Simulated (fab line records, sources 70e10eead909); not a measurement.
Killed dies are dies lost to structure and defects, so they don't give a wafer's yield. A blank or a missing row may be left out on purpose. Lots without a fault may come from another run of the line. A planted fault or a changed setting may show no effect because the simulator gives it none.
Which tool did it? | flow nand_harc | 6 lots, 18 wafers sampled, at 3 steps of a route of 1302

WHAT THE GAUGES READ, wafer by wafer
NHARC_A_BLC_CD_MEAS_10: target cd 100 nm.
lot  | measured     | on        | cd_nm (nm)
L676 | day 23 05:14 | cd_sem-02 | 100.1 100.2 99.7
L679 | day 23 21:10 | cd_sem-03 | 100.6 100.3 100.6
L682 | day 25 11:48 | cd_sem-02 | 100.0 99.9 100.4
L686 | day 26 20:08 | cd_sem-01 | 100.4 100.5 100.9
L689 | day 28 02:55 | cd_sem-03 | 100.5 100.2 100.0
L695 | day 31 00:28 | cd_sem-03 | 99.8 99.8 99.9

WHICH TOOL RAN EACH LOT (tool, then ch and the chambers of the sampled wafers, then the start)
lot  | NHARC_A_CONTACT_ETCH_98                       | NHARC_A_BLC_SOFTBAKE_05
L676 | rie_diel-01 ch 1,2,3, day 23 04:00 or earlier | litho_track-04 ch 0, day 23 04:00
L679 | rie_diel-01 ch 2,3, day 23 20:00 or earlier   | litho_track-01 ch 0, day 23 20:00
L682 | rie_diel-01 ch 0,1,3, day 25 11:00 or earlier | litho_track-01 ch 0, day 25 11:00
L686 | rie_diel-01 ch 0,1, day 26 19:00 or earlier   | litho_track-04 ch 0, day 26 19:00
L689 | rie_diel-07 ch 0,2,3, day 28 02:00 or earlier | litho_track-06 ch 0, day 28 02:00
L695 | rie_diel-01 ch 0,1,2, day 31 00:00 or earlier | litho_track-01 ch 0, day 31 00:00
- NHARC_A_CONTACT_ETCH_98: etches the open film in C4F6/O2, target depth 20 nm, time 10 s.
- NHARC_A_BLC_SOFTBAKE_05: time 55 s.

THE ANSWER, worked out from the rows above alone
Rule: what is usual is taken from the lots themselves. Put in order of their means at a reading, lots are off if they are a third of the lots or fewer, leave a main group of 4 or more, and stand apart from it by a gap of 3 or more times the standard deviation of the main group's means; of several such gaps the widest counts. A main group whose means are all the same, to the digits that the tables above print for the reading, isn't used. A lot without any number at a reading at which 4 lots or more have one is off too. The other lots that the step has rows for count as sound.
No lot is off at any reading shown: from this, nothing can be told.

WHAT THE SIMULATOR HAD PUT IN
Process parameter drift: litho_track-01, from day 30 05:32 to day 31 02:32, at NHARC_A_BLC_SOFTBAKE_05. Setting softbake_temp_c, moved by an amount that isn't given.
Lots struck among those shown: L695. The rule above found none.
